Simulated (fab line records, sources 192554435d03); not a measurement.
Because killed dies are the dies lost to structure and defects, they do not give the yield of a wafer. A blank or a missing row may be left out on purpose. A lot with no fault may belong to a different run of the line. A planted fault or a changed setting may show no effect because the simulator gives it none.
Matching of chambers | flow n5 finfet | 4 sister chambers for N5_HKMG_FIN_ETCH_35 on rie diel-06
The step etches SOC in N2/H2, target depth 215.8 nm, time 243.4 s. 4 wafers are shown with their chamber, then 7 later ones without.

## WAFERS PAIRED WITH THEIR CHAMBERS
wafer  | chamber | showerhead plenum p Torr (Torr)
L341.1 | 1       | 2.38
L341.3 | 3       | 2.66
L341.5 | 2       | 2.49
L342.5 | 0       | 2.42

## WAFERS MISSING THEIR CHAMBER
wafer  | showerhead plenum p Torr (Torr)
L342.6 | 2.66
L351.2 | 2.42
L351.4 | 2.48
L351.6 | 2.41
L352.3 | 2.41
L352.5 | 2.65
L352.6 | 2.41

## WHICH CHAMBER EACH ONE RAN IN
wafer  | from the rows above | in truth
L342.6 | 3                   | 3
L351.2 | 0                   | 0
L351.4 | 2                   | 2
L351.6 | 0                   | 0
L352.3 | 0                   | 0
L352.5 | 3                   | 3
L352.6 | 0                   | 0
Correctly placed: 7 of 7. From these rows, 0 cannot be placed. 0 placed wrongly.
How it was worked out, from the rows above alone: a wafer's distance from a chamber is the root of the sum, over the readings, of the square of ((its reading less the chamber's mean) divided by the reading's scatter). If the next closest chamber is less than 2 further off than the closest, the wafer can't be placed; otherwise it belongs to the closest. The mean given for a chamber averages the wafers shown for that chamber. The scatter: root of mean squared gap, hidden wafer to nearest shown wafer, with one shown wafer a chamber.
